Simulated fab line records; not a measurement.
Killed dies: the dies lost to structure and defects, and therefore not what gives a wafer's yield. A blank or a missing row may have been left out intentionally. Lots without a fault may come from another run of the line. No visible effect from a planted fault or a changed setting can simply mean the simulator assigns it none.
Which tool did it? || flow nand-harc || Sampling: 14 lots, 42 wafers, 2 of 1159 route steps

== WHAT THE GAUGES SHOWED, per wafer ==
NHARC_P_STI_OCD_MEAS_17.
{"lot": "L832", "measured": "day 2 09:07", "on": "ocd-01", "trench-depth-nm (nm)": "301.5 301.9 298.7", "trench-foot-cd-nm (nm)": "159.0 158.5 160.7"}
{"lot": "L833", "measured": "day 2 19:45", "on": "ocd-01", "trench-depth-nm (nm)": "294.2 298.5 298.9", "trench-foot-cd-nm (nm)": "157.6 157.3 158.1"}
{"lot": "L834", "measured": "day 3 04:03", "on": "ocd-01", "trench-depth-nm (nm)": "302.6 301.3 295.2", "trench-foot-cd-nm (nm)": "160.7 161.0 161.8"}
{"lot": "L835", "measured": "day 3 04:14", "on": "ocd-02", "trench-depth-nm (nm)": "293.3 299.4 297.7", "trench-foot-cd-nm (nm)": "160.2 158.3 162.1"}
{"lot": "L836", "measured": "day 3 12:03", "on": "ocd-01", "trench-depth-nm (nm)": "304.4 300.8 302.8", "trench-foot-cd-nm (nm)": "159.5 159.3 160.4"}
{"lot": "L837", "measured": "day 3 18:00", "on": "ocd-02", "trench-depth-nm (nm)": "301.3 304.2 302.0", "trench-foot-cd-nm (nm)": "159.4 159.2 156.9"}
{"lot": "L838", "measured": "day 4 01:41", "on": "ocd-02", "trench-depth-nm (nm)": "299.7 297.8 294.9", "trench-foot-cd-nm (nm)": "155.7 155.7 156.1"}
{"lot": "L839", "measured": "day 4 07:10", "on": "ocd-02", "trench-depth-nm (nm)": "297.0 296.3 297.6", "trench-foot-cd-nm (nm)": "157.0 157.9 157.2"}
{"lot": "L842", "measured": "day 5 02:11", "on": "ocd-02", "trench-depth-nm (nm)": "299.9 299.6 300.1", "trench-foot-cd-nm (nm)": "160.3 160.1 157.9"}
{"lot": "L843", "measured": "day 5 06:32", "on": "ocd-02", "trench-depth-nm (nm)": "297.1 299.7 296.4", "trench-foot-cd-nm (nm)": "157.8 155.7 157.2"}
{"lot": "L844", "measured": "day 5 14:22", "on": "ocd-01", "trench-depth-nm (nm)": "297.6 297.1 297.6", "trench-foot-cd-nm (nm)": "159.1 159.0 159.8"}
{"lot": "L845", "measured": "day 5 14:31", "on": "ocd-02", "trench-depth-nm (nm)": "302.5 303.4 302.0", "trench-foot-cd-nm (nm)": "157.4 156.1 155.5"}
{"lot": "L849", "measured": "day 6 19:49", "on": "ocd-02", "trench-depth-nm (nm)": "298.3 300.3 298.2", "trench-foot-cd-nm (nm)": "158.3 160.8 160.1"}
{"lot": "L850", "measured": "day 7 02:10", "on": "ocd-02", "trench-depth-nm (nm)": "303.7 300.8 301.6", "trench-foot-cd-nm (nm)": "157.0 157.6 157.8"}

NHARC_P_STI_OCD_MEAS_43.
{"lot": "L832", "measured": "day 2 09:38", "on": "ocd-01", "trench-depth-nm (nm)": "302.0 302.0 298.3", "trench-foot-cd-nm (nm)": "158.8 158.6 160.8"}
{"lot": "L833", "measured": "day 2 20:21", "on": "ocd-02", "trench-depth-nm (nm)": "294.1 298.6 299.4", "trench-foot-cd-nm (nm)": "158.4 157.3 158.0"}
{"lot": "L834", "measured": "day 3 04:34", "on": "ocd-01", "trench-depth-nm (nm)": "303.3 300.9 295.0", "trench-foot-cd-nm (nm)": "160.5 161.0 161.6"}
{"lot": "L835", "measured": "day 3 04:45", "on": "ocd-02", "trench-depth-nm (nm)": "293.5 299.2 298.1", "trench-foot-cd-nm (nm)": "160.2 158.8 161.3"}
{"lot": "L836", "measured": "day 3 12:33", "on": "ocd-02", "trench-depth-nm (nm)": "303.9 300.9 302.4", "trench-foot-cd-nm (nm)": "159.6 159.0 160.0"}
{"lot": "L837", "measured": "day 3 18:31", "on": "ocd-01", "trench-depth-nm (nm)": "301.1 303.9 302.0", "trench-foot-cd-nm (nm)": "159.9 159.1 156.3"}
{"lot": "L838", "measured": "day 4 02:17", "on": "ocd-01", "trench-depth-nm (nm)": "299.0 297.8 294.5", "trench-foot-cd-nm (nm)": "156.0 156.3 156.5"}
{"lot": "L839", "measured": "day 4 07:40", "on": "ocd-01", "trench-depth-nm (nm)": "297.0 297.0 297.0", "trench-foot-cd-nm (nm)": "157.4 157.3 157.3"}
{"lot": "L842", "measured": "day 5 02:48", "on": "ocd-01", "trench-depth-nm (nm)": "299.6 299.4 299.8", "trench-foot-cd-nm (nm)": "160.1 160.4 157.8"}
{"lot": "L843", "measured": "day 5 07:03", "on": "ocd-01", "trench-depth-nm (nm)": "297.7 299.7 296.6", "trench-foot-cd-nm (nm)": "158.0 155.3 157.0"}
{"lot": "L844", "measured": "day 5 14:52", "on": "ocd-01", "trench-depth-nm (nm)": "297.4 297.1 297.7", "trench-foot-cd-nm (nm)": "158.7 158.8 160.2"}
{"lot": "L845", "measured": "day 5 15:09", "on": "ocd-02", "trench-depth-nm (nm)": "302.5 302.4 302.2", "trench-foot-cd-nm (nm)": "158.0 156.0 155.9"}
{"lot": "L849", "measured": "day 6 20:19", "on": "ocd-01", "trench-depth-nm (nm)": "298.7 299.9 298.0", "trench-foot-cd-nm (nm)": "158.1 161.1 159.9"}
{"lot": "L850", "measured": "day 7 02:41", "on": "ocd-01", "trench-depth-nm (nm)": "303.7 300.3 301.2", "trench-foot-cd-nm (nm)": "156.8 158.1 157.8"}

== WHAT TOOL EACH LOT RAN ON (gives the tool, then ch and the chambers of the sampled wafers, and finally the start) ==
The record shows no process step preceding these readings.

== WHAT THE TOOLS THEMSELVES READ (means of the sampled wafers that have a number; where no wafer has one, the mark that the record gives instead) ==
The record holds no such reading with a usual standard deviation.

== THE ANSWER, worked out from the rows above alone ==
Rule: the usual values come from the lots themselves. Put in order of their means at a reading, lots are off if they are a third of the lots or fewer, leave a main group of 4 or more, and stand apart from it by a gap of 3 or more times the standard deviation of the main group's means; of several such gaps the widest counts. If all means in a main group match to the digits the tables above print for the reading, that group is not used. Also off: a lot with no number at a reading for which 4 or more lots have one. The other lots that the step has rows for count as sound. After the gauges, taken in route order, come the tools' own readings; for these a lot's mean is taken, as printed above. The first step at which some lot is off is used, and at that step the reading that is off furthest; a lot without a number counts as furthest.
No lot is off on any of the readings shown, so nothing can be concluded from this.

== WHAT WAS PUT IN BY THE SIMULATOR ==
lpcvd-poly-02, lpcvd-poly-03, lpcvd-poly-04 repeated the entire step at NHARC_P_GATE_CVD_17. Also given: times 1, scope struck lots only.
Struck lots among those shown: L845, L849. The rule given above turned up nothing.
